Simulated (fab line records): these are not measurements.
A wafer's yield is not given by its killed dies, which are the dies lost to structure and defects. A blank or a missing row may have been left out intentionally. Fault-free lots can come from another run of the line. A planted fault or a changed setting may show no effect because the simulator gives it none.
fab line records	flow n5-finfet
record: lots: 8	wafers: 24	last-day: 18
route steps=1938 shown BEOL_M4@1111 MIM_TOP_LITHO@1850 MIM_BOT_ETCH@1869 PASSIVATION@1910
lots that met no fault: taken from a fault-free run of the same line
start-h: hours from the record's opening day to when the first of the lot's shown wafers began	wait-h: hours from the lot's prior step to this one	" the same as in the row above	L1.1+2: several wafers, shown together as one row	- value missing, or start not given	* or withheld: withheld	< > ~ a bound
route shown NAME@n: NAME is a module with steps in the file, n the number in the route of the first one	usual: average and standard deviation across the fault-free wafers	same: alike in all rows	chamber/n: place in a boat	sites: readings site by site	_std_site: the values' standard deviation	_edge_site: outer sites' mean less inner sites'	radius-mm: how far each site lies from the wafer's centre	mask NAME#n: copy n	behind: the tool/chamber that last shaped the wafer	hold: the reason the lot was held/the length of the hold in hours/how it ended	device: names the non-switching transistor (n, p or np)	end of line: the tests these same wafers got at the end of their route	a step without rows: its recipe alone	killed: dies that structure and defects cost at the first sort, which is not the same as the wafer's yield	map: shows each die of a wafer: x if killed, . if not, _ if none is there
set.NAME: the run value of the setting; set.NAME@STEP: its run value at that earlier step	model.NAME: the simulator's own value behind a step, which no gauge read
a sample of lots followed through the steps of the route, with each step as a table and each wafer as a row
services: the hour from which a tool's chamber was out of use, counted from the record's first day as start-h (under 0 if before that day), plus the number of hours and why
== steps ==
step: N5_BEOL_M4_RC_MEAS_101
usual: DIBL_N: 35.8/1.6	DIBL_P: 36.0/1.9	IOFF_N: 0.151/0.029	IOFF_P: 0.21/0.037	ION_N: 673/12	ION_P: 463/7.3	SS_N: 71.5/0.58	SS_P: 73.2/0.61	VT_N: 251/3.3	VT_P: -250/3.3
lot.wafer	tool	chamber	start-h	wait-h	DIBL_N[mV/V]	DIBL_P[mV/V]	IOFF_N[nA/um]	IOFF_P[nA/um]	ION_N[uA/um]	ION_P[uA/um]	SS_N[mV/dec]	SS_P[mV/dec]	VT_N[mV]	VT_P[mV]
L449.2	prober-02	0	213.34	0.2	34.8	35.5	0.154	0.22	681	478	71.6	72.6	254	-247
L449.5	"	0	"	"	34.7	36.2	0.152	0.24	685	478	71.5	72.9	253	-244
L449.6	"	0	"	"	35.2	35.7	0.161	0.23	672	460	72.5	73.2	250	-245
L451.1	prober-01	0	241.66	0.0	34.9	36.0	0.134	0.17	662	453	71.1	73.5	255	-252
L451.4	"	0	"	"	36.4	37.1	0.156	0.18	678	456	71.5	73.6	251	-258
L451.6	"	0	"	"	35.8	38.3	0.156	0.19	677	463	71.2	73.4	250	-252
L458.2	prober-01	0	280.99	0.2	35.1	34.6	0.135	0.18	672	460	70.4	73.1	252	-250
L458.3	"	0	"	"	32.9	32.8	0.105	0.17	659	455	70.3	71.8	257	-251
L458.4	"	0	"	"	35.9	35.6	0.148	0.20	676	463	70.7	73.5	249	-252
L459.1	prober-02	0	284.78	0.0	35.8	36.4	0.151	0.23	665	460	71.4	72.8	251	-247
L459.3	"	0	"	"	33.0	32.9	0.107	0.17	649	454	70.8	72.0	252	-252
L459.6	"	0	"	"	35.1	35.1	0.144	0.21	672	461	71.1	73.1	252	-250
L460.2	prober-01	0	298.89	0.2	34.1	35.2	0.132	0.18	647	459	71.3	73.8	253	-253
L460.3	"	0	"	"	38.7	39.7	0.234	0.26	708	469	72.9	74.2	244	-247
L460.5	"	0	"	"	34.6	37.3	0.162	0.22	687	470	72.3	73.6	246	-254
L461.1	prober-01	0	306.56	0.0	37.7	38.0	0.210	0.29	692	477	72.4	73.5	247	-245
L461.3	"	0	"	"	36.0	36.1	0.178	0.24	681	473	71.2	73.3	246	-248
L461.4	"	0	"	"	35.0	33.9	0.142	0.20	678	467	71.7	72.5	250	-250
L462.1	prober-02	0	314.20	0.0	38.5	38.6	0.170	0.23	670	464	72.0	73.9	251	-251
L462.3	"	0	"	"	35.4	35.1	0.135	0.19	671	456	71.2	72.6	250	-253
L462.5	"	0	"	"	36.8	37.2	0.166	0.22	679	461	71.5	73.7	250	-249
L463.1	prober-01	0	314.57	0.0	34.7	35.1	0.136	0.19	671	457	70.9	72.2	252	-252
L463.3	"	0	"	"	35.3	36.0	0.142	0.21	664	459	71.9	73.1	252	-251
L463.5	"	0	"	"	34.8	35.4	0.128	0.20	660	456	71.4	72.6	254	-253
step: N5_MIM_TOP_LITHO_DESCUM_10
recipe: chemistry: O2	time-s: 7.9	source-power-w: 50	bias-power-w: 20	pressure-mtorr: 20	rf-frequency-hz: 2.712e+07	temp-c: 40	o2-flow-sccm: 225
usual: bias-power-w: 20.00/0.061	drypump-motor-current-A: 5.8/0.49	oes-product-au: 0.83/0.085	rf-vpp-V: 243.7/1.3	showerhead-plenum-p-Torr: 2.13/0.069	throttle-valve-pct: 20.30/0.19
lot.wafer	tool	chamber	start-h	wait-h	bias-power-w	drypump-motor-current-A	oes-product-au	rf-hours-counter-h	rf-vpp-V	showerhead-plenum-p-Torr	throttle-valve-pct
L449.2	rie-diel-04	2	307.20	0.0	19.98	5.6	0.92	19	244.1	2.22	20.17
L449.5	"	1	"	"	19.94	6.3	0.89	-	241.9	2.05	20.19
L449.6	"	0	"	"	19.98	6.7	0.85	-	244.4	2.22	20.49
L451.1	rie-diel-02	2	342.18	0.0	19.98	5.2	0.92	30	245.0	2.15	20.54
L451.4	"	3	"	"	20.02	5.6	0.68	239	242.3	2.06	20.49
L451.6	"	3	"	"	20.03	5.6	0.69	-	242.2	2.06	20.49
L458.2	rie-diel-03	2	378.77	0.0	20.03	5.4	0.73	172	243.2	2.08	20.28
L458.3	"	1	"	"	19.97	5.3	0.76	145	243.6	2.10	20.32
L458.4	"	0	"	"	20.04	5.7	0.95	3	243.2	2.04	19.85
L459.1	rie-diel-04	1	384.50	0.4	19.99	6.3	0.86	61	242.2	2.04	20.22
L459.3	"	3	"	"	19.94	6.4	0.79	107	242.9	2.11	20.58
L459.6	"	0	"	"	19.99	6.7	0.82	-	245.5	2.22	20.54
L461.1	rie-diel-02	2	393.26	0.0	20.05	5.3	0.88	50	244.6	2.14	20.58
L461.3	"	1	"	"	20.00	6.2	0.87	41	243.5	2.12	20.03
L461.4	"	3	"	"	19.99	5.6	1.00	2	242.0	2.06	20.19
L460.2	rie-diel-02	2	398.26	0.0	20.01	5.2	0.87	52	242.3	2.14	20.59
L460.3	"	0	"	"	19.92	5.3	0.89	27	245.7	2.24	20.13
L460.5	"	2	"	"	20.03	5.2	0.88	-	244.2	2.14	20.59
L462.1	rie-diel-03	1	410.41	0.0	19.95	5.3	0.75	157	243.7	2.09	20.33
L462.3	"	0	"	"	20.01	5.6	0.91	15	241.1	2.04	19.86
L462.5	"	1	"	"	20.03	5.3	0.75	-	243.0	2.09	20.33
L463.1	rie-diel-02	0	415.33	0.0	19.99	5.3	0.87	33	245.6	2.24	20.15
L463.3	"	2	"	"	19.98	5.2	0.86	57	243.5	2.14	20.60
L463.5	"	0	"	"	20.05	5.3	0.86	-	244.1	2.24	20.13
step: N5_MIM_BOT_ETCH_STRIP_01
recipe: chemistry: O2	power-w: 600	temp-c: 60	pressure-mtorr: 30	rf-frequency-hz: 6e+07	bias-power-w: 0	overash-fraction: 0.5	o2-flow-sccm: 225
usual: drypump-motor-current-A: 5.7/0.45	oes-product-au: 0.83/0.084	rf-vpp-V: 3.7/1.3	showerhead-plenum-p-Torr: 2.13/0.065	throttle-valve-pct: 16.53/0.19
same: bias-power-w: 0
lot.wafer	tool	chamber	start-h	wait-h	drypump-motor-current-A	oes-product-au	rf-hours-counter-h	rf-vpp-V	showerhead-plenum-p-Torr	throttle-valve-pct
L449.2	rie-diel-04	3	308.71	0.1	6.4	0.84	85	3.2	2.12	16.75
L449.5	"	2	"	"	5.6	0.93	-	3.1	2.22	16.41
L449.6	"	1	"	"	6.3	0.89	-	2.2	2.05	16.38
L451.1	rie-diel-02	3	343.61	0.1	5.6	0.68	240	3.2	2.07	16.78
L451.4	"	1	"	"	6.2	0.90	21	4.3	2.13	16.21
L451.6	"	1	"	"	6.2	0.91	-	6.2	2.13	16.25
L458.2	rie-diel-04	3	380.01	0.1	6.4	0.80	105	4.5	2.11	16.81
L458.3	"	1	"	"	6.3	0.87	59	2.5	2.05	16.45
L458.4	"	2	"	"	5.6	0.87	40	4.4	2.21	16.47
L459.1	rie-diel-02	1	386.53	0.2	6.2	0.90	39	4.1	2.12	16.30
L459.3	"	2	"	"	5.2	0.89	48	1.7	2.15	16.77
L459.6	"	0	"	"	5.3	0.88	-	2.9	2.25	16.28
L461.1	rie-diel-04	3	394.79	0.1	6.4	0.78	112	6.4	2.11	16.81
L461.3	"	2	"	"	5.6	0.87	46	6.0	2.21	16.47
L461.4	"	0	"	"	6.7	0.79	76	4.0	2.22	16.75
L460.2	rie-diel-03	0	399.62	0.2	5.6	0.92	12	3.3	2.05	16.09
L460.3	"	1	"	"	5.3	0.77	155	5.6	2.10	16.56
L460.5	"	1	"	"	5.3	0.75	-	1.8	2.10	16.56
L462.1	rie-diel-03	0	411.66	0.1	5.7	0.88	15	5.5	2.04	16.17
L462.3	"	2	"	"	5.4	0.72	184	4.3	2.08	16.60
L462.5	"	1	"	"	5.3	0.74	-	4.4	2.10	16.54
L463.1	rie-diel-02	2	416.60	0.1	5.2	0.86	57	1.8	2.14	16.76
L463.3	"	1	"	"	6.2	0.87	49	1.4	2.12	16.33
L463.5	"	1	"	"	6.3	0.86	-	1.2	2.12	16.31
step: N5_PASSIVATION_ETCH_59
recipe: chemistry: Cl2/BCl3	target: TaN	target-depth-a: 650	time-s: 34.9	ion-energy-ev: 100	pressure-mtorr: 10	icp-w: 900	bias-w: 100	Cl2_flow_sccm: 60	bcl3-flow-sccm: 30
usual: bcl3-flow-sccm: 29.99/0.085	bias-w: 100.0/0.33	drypump-motor-current-A: 5.8/0.41	oes-product-au: 0.82/0.11	throttle-valve-pct: 21.1/0.32
lot.wafer	tool	chamber	start-h	wait-h	bcl3-flow-sccm	bias-w	drypump-motor-current-A	oes-product-au	rf-hours-counter-h	throttle-valve-pct
L449.2	rie-metal-01	0	312.38	0.3	29.88	100.1	5.6	0.91	9	20.9
L449.5	"	0	"	"	29.82	99.8	5.6	0.91	-	20.9
L449.6	"	1	"	"	30.07	99.7	5.4	0.68	-	21.0
L451.1	rie-metal-01	0	347.08	0.3	30.00	100.0	5.6	0.90	12	20.9
L451.4	"	0	"	"	30.01	100.3	5.6	0.90	-	20.9
L451.6	"	0	"	"	29.97	99.7	5.6	0.90	-	20.9
L458.2	rie-metal-03	0	383.87	0.3	29.87	100.3	5.5	0.96	5	21.0
L458.3	"	1	"	"	29.93	100.2	5.5	0.73	-	21.7
L458.4	"	0	"	"	30.06	99.9	5.5	0.98	-	21.0
L459.1	rie-metal-03	1	390.88	0.3	29.99	100.2	5.5	0.73	71	21.7
L459.3	"	1	"	"	29.89	99.8	5.5	0.73	-	21.7
L459.6	"	0	"	"	29.94	99.0	5.5	0.95	-	21.0
L461.1	rie-metal-03	1	398.99	0.3	30.04	100.0	5.5	0.73	72	21.7
L461.3	"	1	"	"	29.98	100.0	5.5	0.73	-	21.7
L461.4	"	0	"	"	30.06	100.2	5.5	0.95	-	21.0
L460.2	rie-metal-01	0	405.02	0.3	29.99	99.7	5.5	0.88	17	20.9
L460.3	"	0	"	"	30.06	100.7	5.5	0.88	-	20.9
L460.5	"	1	"	"	30.05	100.1	5.4	0.66	-	21.0
L462.1	rie-metal-01	0	415.37	0.3	29.92	99.8	5.6	0.87	18	20.9
L462.3	"	1	"	"	30.25	99.9	5.4	0.65	-	21.0
L462.5	"	1	"	"	30.05	100.7	5.4	0.67	-	21.0
L463.1	rie-metal-02	0	420.17	0.3	29.93	99.8	6.3	0.79	34	21.3
L463.3	"	1	"	"	29.94	99.7	6.4	0.90	-	20.7
L463.5	"	1	"	"	29.95	100.4	6.4	0.88	-	20.7
step: N5_PASSIVATION_ETCH_54
recipe: chemistry: CHF3/O2	target: SiO2	target-depth-a: 8800	CHF3_flow_sccm: 50	O2_flow_sccm: 5	Ar_flow_sccm: 200	time-s: 440	mask-material: PR	pressure-mtorr: 30	source-w: 650	bias-w: 170	ion-energy-ev: 200
usual: CHF3_flow_sccm: 50.03/0.15	O2_flow_sccm: 5.002/0.015	drypump-motor-current-A: 5.8/0.48	mfc-ar-sccm: 199.9/0.64	oes_o_777_au: 0.83/0.08	oes-product-au: 0.84/0.083	rf-vpp-V: 530/11	showerhead-plenum-p-Torr: 2.45/0.069	throttle-valve-pct: 18.69/0.21
lot.wafer	tool	chamber	start-h	wait-h	CHF3_flow_sccm	O2_flow_sccm	drypump-motor-current-A	mfc-ar-sccm	oes_o_777_au	oes-product-au	rf-hours-counter-h	rf-vpp-V	showerhead-plenum-p-Torr	throttle-valve-pct
L449.2	rie-diel-04	2	314.60	0.1	50.07	4.992	5.6	200.0	0.89	0.92	21	536	2.55	18.56
L449.5	"	0	"	"	49.69	5.007	6.7	200.3	0.85	0.84	-	544	2.54	18.80
L449.6	"	1	"	"	50.22	5.001	6.3	199.8	0.88	0.88	-	508	2.35	18.48
L451.1	rie-diel-03	2	350.02	0.1	50.25	4.986	5.4	199.9	0.75	0.74	157	536	2.40	18.66
L451.4	"	0	"	"	50.26	5.002	5.6	199.7	0.69	0.69	248	529	2.36	18.73
L451.6	"	0	"	"	50.04	4.998	5.6	200.5	0.69	0.69	-	530	2.36	18.72
L458.2	rie-diel-04	3	386.49	0.1	-	-	-	-	-	-	-	-	-	-
L458.3	"	0	"	"	-	-	-	-	-	-	-	-	-	-
L458.4	"	1	"	"	-	-	-	-	-	-	-	-	-	-
L459.1	rie-diel-03	0	392.43	0.1	-	-	-	-	-	-	-	-	-	-
L459.3	"	2	"	"	-	-	-	-	-	-	-	-	-	-
L459.6	"	2	"	"	-	-	-	-	-	-	-	-	-	-
L461.1	rie-diel-02	1	400.63	0.1	50.01	4.979	6.2	199.8	0.85	0.87	44	541	2.46	18.52
L461.3	"	2	"	"	50.13	4.997	5.2	199.7	0.88	0.88	53	521	2.45	18.89
L461.4	"	3	"	"	50.20	4.983	5.6	199.4	0.97	0.97	5	529	2.39	18.64
L460.2	rie-diel-03	0	406.70	0.1	-	-	-	-	-	-	-	-	-	-
L460.3	"	3	"	"	-	-	-	-	-	-	-	-	-	-
L460.5	"	3	"	"	-	-	-	-	-	-	-	-	-	-
L462.1	rie-diel-02	1	416.94	0.1	49.62	4.988	6.2	200.3	0.85	0.87	50	542	2.46	18.54
L462.3	"	2	"	"	50.34	5.016	5.2	199.5	0.87	0.87	58	523	2.45	18.89
L462.5	"	2	"	"	50.32	4.989	5.2	199.8	0.88	0.86	-	524	2.45	18.89
L463.1	rie-diel-02	2	422.05	0.1	50.30	4.998	5.2	199.7	0.87	0.87	60	522	2.45	18.89
L463.3	"	1	"	"	49.95	5.010	6.2	200.2	0.84	0.86	52	541	2.46	18.55
L463.5	"	3	"	"	50.24	4.991	5.6	200.4	0.95	0.94	-	527	2.39	18.65
step: N5_PASSIVATION_PROBE_49
usual: defect-limited-yield: 90.9/1.4	killed_at_M0_to_M3: 37/12	killed_at_M4_up: 14/5.3	killed-at-contacts: 12/6.2	killed-at-front-end: 41/11	killed-at-other: 3.7/2.9	killed-dies: 107/17	killed-on-rim: 14/4.4	killed-open: 71/12	killed-short: 34/7.9	sort_bin_5_function: 5.3/0.95	sort_bin_6_memory: 3.4/0.7	sort-n-pass: 1073/17	sort-yield-pct: 90.9/1.5
same: gross-dies: 1180	killed-at-back-side: 0	sort_bin_4_leakage[%]: 0	sort_bin_8_speed[%]: 0
lot.wafer	tool	chamber	start-h	wait-h	defect-limited-yield[%]	killed_at_M0_to_M3	killed_at_M4_up	killed-at-contacts	killed-at-front-end	killed-at-other	killed-dies	killed-on-rim	killed-open	killed-short	sort_bin_5_function[%]	sort_bin_6_memory[%]	sort-n-pass	sort-yield-pct[%]
L451.1	prober-02	-	352.81	0.0	88.5	52	5	25	49	5	136	18	82	49	7.7	3.4	1044	88.5
L451.4	prober-02	-	352.96	0.2	90.6	43	17	17	32	2	111	7	73	37	5.6	3.6	1069	90.6
L451.6	prober-02	-	353.06	0.3	92.6	29	17	7	29	5	87	13	59	25	4.8	2.3	1093	92.6
L458.2	prober-01	-	389.44	0.1	0	35	3	17	34	1091	1180	152	61	34	96.7	2.9	0	0
L458.3	prober-01	-	389.49	0.1	0	36	6	16	24	1098	1180	152	58	34	96.2	3.6	0	0
L458.4	prober-01	-	389.54	0.2	0	34	18	26	53	1049	1180	152	102	30	94.8	4.9	0	0
L459.1	prober-02	-	395.21	0.0	0	39	14	22	43	1062	1180	152	92	31	96.2	3.5	0	0
L459.3	prober-02	-	395.31	0.1	0	44	21	22	47	1046	1180	152	92	43	95.5	4.2	0	0
L459.6	prober-02	-	395.46	0.3	0	37	20	19	40	1064	1180	152	77	36	96.3	3.2	0	0
L460.2	prober-02	-	409.57	0.1	0	27	14	3	42	1094	1180	152	57	30	97.4	2.2	0	0
L460.3	prober-02	-	409.62	0.1	0	23	9	10	51	1087	1180	152	76	31	96.8	2.8	0	0
L460.5	prober-02	-	409.72	0.2	0	28	18	9	39	1086	1180	152	64	35	96.2	3.6	0	0
killed by level:class
L451.1 MOL_CONTACT_COAG:geometric-particle:open=20 FIN_SAQP:geometric-particle:short=13 BEOL_M0_SAQP:geometric-particle:open=13 BEOL_M0_SAQP:geometric-particle:short=11 BEOL_M3:geometric-particle:open=11 BEOL_M2:geometric-particle:open=10 GATE_CUT:geometric-particle:short=9 FIN_SAQP:geometric-particle:open=6
L451.4 MOL_CONTACT_COAG:geometric-particle:open=14 BEOL_M0_SAQP:geometric-particle:short=13 BEOL_M2:geometric-particle:open=8 BEOL_M3:geometric-particle:open=8 FIN_SAQP:geometric-particle:open=7 BEOL_M0_SAQP:geometric-particle:open=7 BEOL_M4:geometric-particle:open=6 STARTING-WAFER:geometric-particle:short=5
L451.6 BEOL_M0_SAQP:geometric-particle:open=8 FIN_SAQP:geometric-particle:open=6 BEOL_M0_SAQP:geometric-particle:short=6 BEOL_M2:geometric-particle:open=5 DUMMY_GATE:geometric-particle:open=4 MOL_CONTACT_COAG:geometric-particle:open=4 BEOL_M4:geometric-particle:open=4 BEOL_M5:geometric-particle:open=4
L458.2 PASSIVATION:area-etch=1084 STI_FIN_REVEAL:geometric-particle:open=14 MOL_CONTACT_COAG:geometric-particle:short=9 MOL_CONTACT_COAG:geometric-particle:open=8 BEOL_M0_SAQP:geometric-particle:short=7 BEOL_M3:geometric-particle:open=7 BEOL_M0_SAQP:geometric-particle:open=6 FIN_SAQP:geometric-particle:short=5
L458.3 PASSIVATION:area-etch=1088 MOL_CONTACT_COAG:geometric-particle:open=13 BEOL_M0_SAQP:geometric-particle:short=12 FIN_SAQP:geometric-particle:open=7 BEOL_M0_SAQP:geometric-particle:open=6 STI_FIN_REVEAL:geometric-particle:open=5 BEOL_M1:geometric-particle:short=5 PASS1_CAP:geometric-particle:open=5
L458.4 PASSIVATION:area-etch=1048 STI_FIN_REVEAL:geometric-particle:open=26 MOL_CONTACT_COAG:geometric-particle:open=20 BEOL_M1:geometric-particle:open=11 FIN_SAQP:geometric-particle:open=8 BEOL_M4:geometric-particle:open=8 MOL_CONTACT_COAG:geometric-particle:short=6 DUMMY_GATE:geometric-particle:open=6
L459.1 PASSIVATION:area-etch=1057 STI_FIN_REVEAL:geometric-particle:open=21 MOL_CONTACT_COAG:geometric-particle:open=19 BEOL_M0_SAQP:geometric-particle:open=11 BEOL_M2:geometric-particle:open=8 FIN_SAQP:geometric-particle:open=7 BEOL_M4:geometric-particle:open=7 BEOL_M3:geometric-particle:open=6
L459.3 PASSIVATION:area-etch=1044 STI_FIN_REVEAL:geometric-particle:open=20 MOL_CONTACT_COAG:geometric-particle:open=19 BEOL_M0_SAQP:geometric-particle:short=9 BEOL_M0_SAQP:geometric-particle:open=9 BEOL_M1:geometric-particle:open=9 BEOL_M4:geometric-particle:open=9 BEOL_M4:geometric-particle:short=9
L459.6 PASSIVATION:area-etch=1063 FIN_SAQP:geometric-particle:open=14 MOL_CONTACT_COAG:geometric-particle:open=14 BEOL_M4:geometric-particle:open=11 BEOL_M0_SAQP:geometric-particle:open=8 BEOL_M2:geometric-particle:open=8 BEOL_M2:geometric-particle:short=6 BEOL_M0_SAQP:geometric-particle:short=6
L460.2 PASSIVATION:area-etch=1092 FIN_SAQP:geometric-particle:open=11 FIN_SAQP:geometric-particle:short=9 DUMMY_GATE:geometric-particle:open=9 BEOL_M0_SAQP:geometric-particle:short=7 BEOL_M0_SAQP:geometric-particle:open=5 BEOL_M2:geometric-particle:short=4 BEOL_M3:geometric-particle:open=4
L460.3 PASSIVATION:area-etch=1072 STI_FIN_REVEAL:geometric-particle:open=16 FIN_SAQP:geometric-particle:open=14 FIN_SAQP:geometric-particle:short=9 BEOL_M2:geometric-particle:open=9 MOL_CONTACT_COAG:geometric-particle:open=8 PASS1_CAP:geometric-particle:open=5 BEOL_M5:geometric-particle:open=4
L460.5 PASSIVATION:area-etch=1079 FIN_SAQP:geometric-particle:open=10 MOL_CONTACT_COAG:geometric-particle:open=9 BEOL_M0_SAQP:geometric-particle:open=7 BEOL_M3:geometric-particle:open=7 BEOL_M2:geometric-particle:short=6 BEOL_M4:geometric-particle:open=6 FIN_SAQP:geometric-particle:short=5
== services ==
tool	chamber	start-h	hours	kind
rie-diel-02	0	299.92	-	clean
rie-diel-02	0	299.92	-	consumable-replace:focus-ring
rie-diel-02	0	299.92	-	consumable-replace:showerhead
rie-diel-02	0	299.92	20.6	scheduled-down
rie-diel-02	0	299.92	20.6	vent-cycle
rie-diel-03	0	310.73	1.4	repair
rie-diel-03	2	316.71	5.3	repair
rie-diel-04	3	341.69	14.3	repair
rie-diel-02	-	344.12	2.0	repair
rie-diel-04	1	345.68	5.8	repair
rie-diel-04	-	346.66	14.6	pm
rie-diel-03	0	353.91	-	clean
rie-diel-03	0	353.91	-	consumable-replace:focus-ring
rie-diel-03	0	353.91	15.8	scheduled-down
rie-diel-03	0	353.91	15.8	vent-cycle
rie-metal-02	1	359.03	12.6	repair
rie-diel-02	0	362.01	4.7	repair
rie-diel-02	3	366.80	-	clean
rie-diel-02	3	366.80	-	consumable-replace:focus-ring
rie-diel-02	3	366.80	20.1	scheduled-down
rie-diel-02	3	366.80	20.1	vent-cycle
rie-metal-03	-	406.91	10.0	pm
rie-diel-03	1	415.24	4.9	repair
rie-metal-01	1	417.63	-	clean
== key ==
first-sign: step: N5_PASSIVATION_ETCH_54	reading: tool-record	direction: missing
effect: step: N5_PASSIVATION_PROBE_49	reading: killed-at-other	direction: up	sigmas: 99+	usual: 3.7	struck: 1075.2
more-kills-born-at: N5_PASSIVATION_ETCH_54@rie-diel-03: 6407	N5_PASSIVATION_ETCH_54@rie-diel-04: 3220
met-at N5_PASSIVATION_ETCH_54
struck-lots L458,L459,L460
later-rows-left-out L458.2,L458.3,L458.4,L459.1,L459.3,L459.6,L460.2,L460.3,L460.5
not-acting-at N5_MIM_TOP_LITHO_DESCUM_10,N5_MIM_BOT_ETCH_STRIP_01,N5_PASSIVATION_ETCH_59
onset-between 350.02 386.49
fault: kind: skipped-step-whole	tool: rie-diel-03,rie-diel-04	chamber: -	onset-h: 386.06	steps: N5_PASSIVATION_ETCH_54	scope: struck-lots-only
later-rows-left-out: the simulator's readings of these wafers behind a module that went badly wrong aren't trusted and aren't shown, but for the sort
